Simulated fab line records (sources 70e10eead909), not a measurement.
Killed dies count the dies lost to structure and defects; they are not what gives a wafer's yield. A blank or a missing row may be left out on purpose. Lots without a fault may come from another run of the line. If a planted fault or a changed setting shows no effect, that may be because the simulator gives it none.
Which tool was responsible? :: flow nandHarc :: 14 lots, 42 wafers sampled, at 4 steps of a route of 1159

== WHAT THE GAUGES SHOWED, per wafer ==
Not one reading of a measure or inspect step in the record can be checked against a usual standard deviation.

== EACH LOT AND THE TOOL THAT RAN IT (in order: tool; ch and the chambers of the sampled wafers; start) ==
lot: L880
NHARC_P_GATE_STRIP_75: plasmaAsher-02 ch 0,1, day 5 09:08
NHARC_P_GATE_STRIP_112: plasmaAsher-02 ch 0,1, day 5 10:44
NHARC_P_GATE_RTA_82: rtpAnneal-01 ch 0, day 5 14:46
NHARC_P_CONTACT_DEP_30: pecvd-04 ch 0,1, day 5 15:05

lot: L882
NHARC_P_GATE_STRIP_75: plasmaAsher-02 ch 0,1, day 5 15:43
NHARC_P_GATE_STRIP_112: plasmaAsher-01 ch 0,1, day 5 17:10
NHARC_P_GATE_RTA_82: rtpAnneal-01 ch 0, day 5 21:26
NHARC_P_CONTACT_DEP_30: pecvd-01 ch 0,1, day 5 21:43

lot: L881
NHARC_P_GATE_STRIP_75: plasmaAsher-01 ch 0,1, day 5 16:13
NHARC_P_GATE_STRIP_112: plasmaAsher-02 ch 0,1, day 5 17:50
NHARC_P_GATE_RTA_82: rtpAnneal-01 ch 0, day 5 22:47
NHARC_P_CONTACT_DEP_30: pecvd-01 ch 0,2, day 5 23:02

lot: L883
NHARC_P_GATE_STRIP_75: plasmaAsher-02 ch 0,1, day 5 21:49
NHARC_P_GATE_STRIP_112: plasmaAsher-02 ch 0,1, day 5 23:16
NHARC_P_GATE_RTA_82: rtpAnneal-02 ch 0, day 6 03:32
NHARC_P_CONTACT_DEP_30: pecvd-01 ch 0,1, day 6 04:26

lot: L884
NHARC_P_GATE_STRIP_75: plasmaAsher-01 ch 0,1, day 6 09:55
NHARC_P_GATE_STRIP_112: plasmaAsher-02 ch 0,1, day 6 11:14
NHARC_P_GATE_RTA_82: rtpAnneal-01 ch 0, day 6 15:10
NHARC_P_CONTACT_DEP_30: pecvd-02 ch 0,1,2, day 6 15:26

lot: L887
NHARC_P_GATE_STRIP_75: plasmaAsher-01 ch 0,1, day 6 17:06
NHARC_P_GATE_STRIP_112: plasmaAsher-01 ch 0,1, day 6 18:34
NHARC_P_GATE_RTA_82: rtpAnneal-01 ch 0, day 6 22:41
NHARC_P_CONTACT_DEP_30: pecvd-02 ch 1,2, day 6 23:05

lot: L886
NHARC_P_GATE_STRIP_75: plasmaAsher-01 ch 0,1, day 6 17:32
NHARC_P_GATE_STRIP_112: plasmaAsher-02 ch 0,1, day 6 19:06
NHARC_P_GATE_RTA_82: rtpAnneal-02 ch 0, day 6 23:09
NHARC_P_CONTACT_DEP_30: pecvd-02 ch 0,1,2, day 6 23:40

lot: L888
NHARC_P_GATE_STRIP_75: plasmaAsher-02 ch 0,1, day 7 10:22
NHARC_P_GATE_STRIP_112: plasmaAsher-01 ch 0,1, day 7 11:56
NHARC_P_GATE_RTA_82: rtpAnneal-01 ch 0, day 7 16:01
NHARC_P_CONTACT_DEP_30: pecvd-04 ch 0,2, day 7 16:20

lot: L893
NHARC_P_GATE_STRIP_75: plasmaAsher-01 ch 0, day 8 11:19
NHARC_P_GATE_STRIP_112: plasmaAsher-02 ch 0,1, day 8 13:03
NHARC_P_GATE_RTA_82: rtpAnneal-01 ch 0, day 8 17:05
NHARC_P_CONTACT_DEP_30: pecvd-01 ch 0,2, day 8 17:26

lot: L894
NHARC_P_GATE_STRIP_75: plasmaAsher-01 ch 0,1, day 8 20:50
NHARC_P_GATE_STRIP_112: plasmaAsher-01 ch 0,1, day 8 22:22
NHARC_P_GATE_RTA_82: rtpAnneal-01 ch 0, day 9 03:07
NHARC_P_CONTACT_DEP_30: pecvd-01 ch 0,1, day 9 03:32

lot: L898
NHARC_P_GATE_STRIP_75: plasmaAsher-02 ch 0,1, day 9 23:43
NHARC_P_GATE_STRIP_112: plasmaAsher-02 ch 0,1, day 10 01:10
NHARC_P_GATE_RTA_82: rtpAnneal-02 ch 0, day 10 05:08
NHARC_P_CONTACT_DEP_30: pecvd-02 ch 0,1, day 10 05:22

lot: L899
NHARC_P_GATE_STRIP_75: plasmaAsher-01 ch 0,1, day 10 01:40
NHARC_P_GATE_STRIP_112: plasmaAsher-01 ch 0,1, day 10 03:16
NHARC_P_GATE_RTA_82: rtpAnneal-01 ch 0, day 10 07:11
NHARC_P_CONTACT_DEP_30: pecvd-02 ch 0,2, day 10 07:31

lot: L900
NHARC_P_GATE_STRIP_75: plasmaAsher-02 ch 0,1, day 10 07:37
NHARC_P_GATE_STRIP_112: plasmaAsher-02 ch 0,1, day 10 08:59
NHARC_P_GATE_RTA_82: rtpAnneal-02 ch 0, day 10 13:04
NHARC_P_CONTACT_DEP_30: pecvd-04 ch 0,1,2, day 10 13:20

lot: L902
NHARC_P_GATE_STRIP_75: plasmaAsher-01 ch 0,1, day 10 18:42
NHARC_P_GATE_STRIP_112: plasmaAsher-01 ch 0,1, day 10 20:13
NHARC_P_GATE_RTA_82: rtpAnneal-01 ch 0, day 11 00:17
NHARC_P_CONTACT_DEP_30: pecvd-02 ch 0,1,2, day 11 00:34
- NHARC_P_GATE_STRIP_75: strips in O2.
- NHARC_P_GATE_STRIP_112: strips in N2/H2, time 200 s.
- NHARC_P_GATE_RTA_82: time 30 s.
- NHARC_P_CONTACT_DEP_30: deposits SiNx, target thk 30 nm.

== WHAT THE TOOLS THEMSELVES READ (means of the sampled wafers that have a number; where no wafer has one, the mark that the record gives instead) ==
NHARC_P_GATE_STRIP_75. Usual: drypumpMotorCurrentA 5.73 A, standard deviation 0.19; heaterPowerW 338 W, standard deviation 29; tempC 250.00 C, standard deviation 0.18.
lot: L880
tool: plasmaAsher-02
drypumpMotorCurrentA (A): 5.74
heaterPowerW (W): 314
tempC (C): 249.94
flag: 

lot: L882
tool: plasmaAsher-02
drypumpMotorCurrentA (A): 5.73
heaterPowerW (W): 313
tempC (C): 249.93
flag: 

lot: L881
tool: plasmaAsher-01
drypumpMotorCurrentA (A): 5.60
heaterPowerW (W): 360
tempC (C): 250.10
flag: 

lot: L883
tool: plasmaAsher-02
drypumpMotorCurrentA (A): 5.81
heaterPowerW (W): 323
tempC (C): 250.09
flag: 

lot: L884
tool: plasmaAsher-01
drypumpMotorCurrentA (A): 5.61
heaterPowerW (W): 370
tempC (C): 249.94
flag: 

lot: L887
tool: plasmaAsher-01
drypumpMotorCurrentA (A): 5.61
heaterPowerW (W): 362
tempC (C): 249.81
flag: 

lot: L886
tool: plasmaAsher-01
drypumpMotorCurrentA (A): 5.61
heaterPowerW (W): 364
tempC (C): 250.18
flag: 

lot: L888
tool: plasmaAsher-02
drypumpMotorCurrentA (A): 5.80
heaterPowerW (W): 318
tempC (C): 249.95
flag: 

lot: L893
tool: plasmaAsher-01
drypumpMotorCurrentA (A): 5.96
heaterPowerW (W): 369
tempC (C): 250.04
flag: 

lot: L894
tool: plasmaAsher-01
drypumpMotorCurrentA (A): 5.61
heaterPowerW (W): 369
tempC (C): 249.99
flag: 

lot: L898
tool: plasmaAsher-02
drypumpMotorCurrentA (A): 5.73
heaterPowerW (W): 307
tempC (C): 249.99
flag: 

lot: L899
tool: plasmaAsher-01
drypumpMotorCurrentA (A): 5.63
heaterPowerW (W): 367
tempC (C): 250.23
flag: 

lot: L900
tool: plasmaAsher-02
drypumpMotorCurrentA (A): 5.79
heaterPowerW (W): 323
tempC (C): 250.29
flag: 

lot: L902
tool: plasmaAsher-01
drypumpMotorCurrentA (A): 5.60
heaterPowerW (W): 363
tempC (C): 250.15
flag: 

NHARC_P_GATE_STRIP_112. Usual: drypumpMotorCurrentA 5.73 A, standard deviation 0.18; heaterPowerW 90 W, standard deviation 7.5; tempC 110.01 C, standard deviation 0.13.
lot: L880
tool: plasmaAsher-02
drypumpMotorCurrentA (A): 5.79
heaterPowerW (W): 85
tempC (C): 109.82
flag: 

lot: L882
tool: plasmaAsher-01
drypumpMotorCurrentA (A): 5.73
heaterPowerW (W): 98
tempC (C): 109.91
flag: 

lot: L881
tool: plasmaAsher-02
drypumpMotorCurrentA (A): 5.78
heaterPowerW (W): 85
tempC (C): 110.14
flag: 

lot: L883
tool: plasmaAsher-02
drypumpMotorCurrentA (A): 5.78
heaterPowerW (W): 85
tempC (C): 110.08
flag: 

lot: L884
tool: plasmaAsher-02
drypumpMotorCurrentA (A): 5.79
heaterPowerW (W): 85
tempC (C): 110.04
flag: 

lot: L887
tool: plasmaAsher-01
drypumpMotorCurrentA (A): 5.59
heaterPowerW (W): 99
tempC (C): 109.86
flag: 

lot: L886
tool: plasmaAsher-02
drypumpMotorCurrentA (A): 5.71
heaterPowerW (W): 83
tempC (C): 109.93
flag: 

lot: L888
tool: plasmaAsher-01
drypumpMotorCurrentA (A): 5.80
heaterPowerW (W): 96
tempC (C): 109.98
flag: 

lot: L893
tool: plasmaAsher-02
drypumpMotorCurrentA (A): 5.77
heaterPowerW (W): 85
tempC (C): 110.11
flag: 

lot: L894
tool: plasmaAsher-01
drypumpMotorCurrentA (A): 5.79
heaterPowerW (W): 99
tempC (C): 110.10
flag: 

lot: L898
tool: plasmaAsher-02
drypumpMotorCurrentA (A): 5.72
heaterPowerW (W): 81
tempC (C): 110.01
flag: 

lot: L899
tool: plasmaAsher-01
drypumpMotorCurrentA (A): 5.59
heaterPowerW (W): 98
tempC (C): 110.10
flag: 

lot: L900
tool: plasmaAsher-02
drypumpMotorCurrentA (A): 5.79
heaterPowerW (W): 86
tempC (C): 110.09
flag: 

lot: L902
tool: plasmaAsher-01
drypumpMotorCurrentA (A): 5.58
heaterPowerW (W): 97
tempC (C): 110.04
flag: 

NHARC_P_GATE_RTA_82. Usual: lampPowerPct 4.26 %, standard deviation 0.18; wafer_temp_C_max 452.8, standard deviation 0.66.
lot: L880
tool: rtpAnneal-01
lampPowerPct (%): 4.43
wafer_temp_C_max: 453.7
flag: 

lot: L882
tool: rtpAnneal-01
lampPowerPct (%): 4.44
wafer_temp_C_max: 453.6
flag: 

lot: L881
tool: rtpAnneal-01
lampPowerPct (%): 4.44
wafer_temp_C_max: 453.1
flag: 

lot: L883
tool: rtpAnneal-02
lampPowerPct (%): 4.09
wafer_temp_C_max: 452.4
flag: 

lot: L884
tool: rtpAnneal-01
lampPowerPct (%): 4.44
wafer_temp_C_max: 452.5
flag: 

lot: L887
tool: rtpAnneal-01
lampPowerPct (%): 4.44
wafer_temp_C_max: 453.8
flag: 

lot: L886
tool: rtpAnneal-02
lampPowerPct (%): 4.09
wafer_temp_C_max: 452.4
flag: 

lot: L888
tool: rtpAnneal-01
lampPowerPct (%): 4.44
wafer_temp_C_max: 453.3
flag: 

lot: L893
tool: rtpAnneal-01
lampPowerPct (%): 4.44
wafer_temp_C_max: 453.4
flag: 

lot: L894
tool: rtpAnneal-01
lampPowerPct (%): 4.44
wafer_temp_C_max: 453.2
flag: 

lot: L898
tool: rtpAnneal-02
lampPowerPct (%): 4.09
wafer_temp_C_max: 452.6
flag: 

lot: L899
tool: rtpAnneal-01
lampPowerPct (%): 4.44
wafer_temp_C_max: 452.1
flag: 

lot: L900
tool: rtpAnneal-02
lampPowerPct (%): 4.09
wafer_temp_C_max: 452.6
flag: 

lot: L902
tool: rtpAnneal-01
lampPowerPct (%): 4.44
wafer_temp_C_max: 452.7
flag: 

NHARC_P_CONTACT_DEP_30. Usual: heaterPowerW at 740 W, with a standard deviation of 78.
lot: L880
tool: pecvd-04
heaterPowerW (W): 663
flag: 

lot: L882
tool: pecvd-01
heaterPowerW (W): 815
flag: 

lot: L881
tool: pecvd-01
heaterPowerW (W): 668
flag: 

lot: L883
tool: pecvd-01
heaterPowerW (W): 767
flag: 

lot: L884
tool: pecvd-02
heaterPowerW (W): 752
flag: 

lot: L887
tool: pecvd-02
heaterPowerW (W): 785
flag: 

lot: L886
tool: pecvd-02
heaterPowerW (W): 769
flag: 

lot: L888
tool: pecvd-04
heaterPowerW (W): 720
flag: 

lot: L893
tool: pecvd-01
heaterPowerW (W): 739
flag: 

lot: L894
tool: pecvd-01
heaterPowerW (W): 733
flag: 

lot: L898
tool: pecvd-02
heaterPowerW (W): 794
flag: 

lot: L899
tool: pecvd-02
heaterPowerW (W): 691
flag: 

lot: L900
tool: pecvd-04
heaterPowerW (W): 704
flag: 

lot: L902
tool: pecvd-02
heaterPowerW (W): 653
flag: 

== THE ANSWER, worked out from the rows above alone ==
Rule: a lot is off if the mean of its wafers that have a number lies more than 3 standard deviations from the usual mean. Also off: a lot with no number at a reading for which 4 or more lots have one. Where the step has rows for the other lots, those lots are counted as sound. After the gauges, taken in route order, come the tools' own readings; for these a lot's mean is taken, as printed above. The first step at which some lot is off is used, and at that step the reading that is off furthest; a lot without a number counts as furthest.
No lot is off on any of the readings shown, so nothing can be concluded from this.

== WHAT THE SIMULATOR HAD INSERTED ==
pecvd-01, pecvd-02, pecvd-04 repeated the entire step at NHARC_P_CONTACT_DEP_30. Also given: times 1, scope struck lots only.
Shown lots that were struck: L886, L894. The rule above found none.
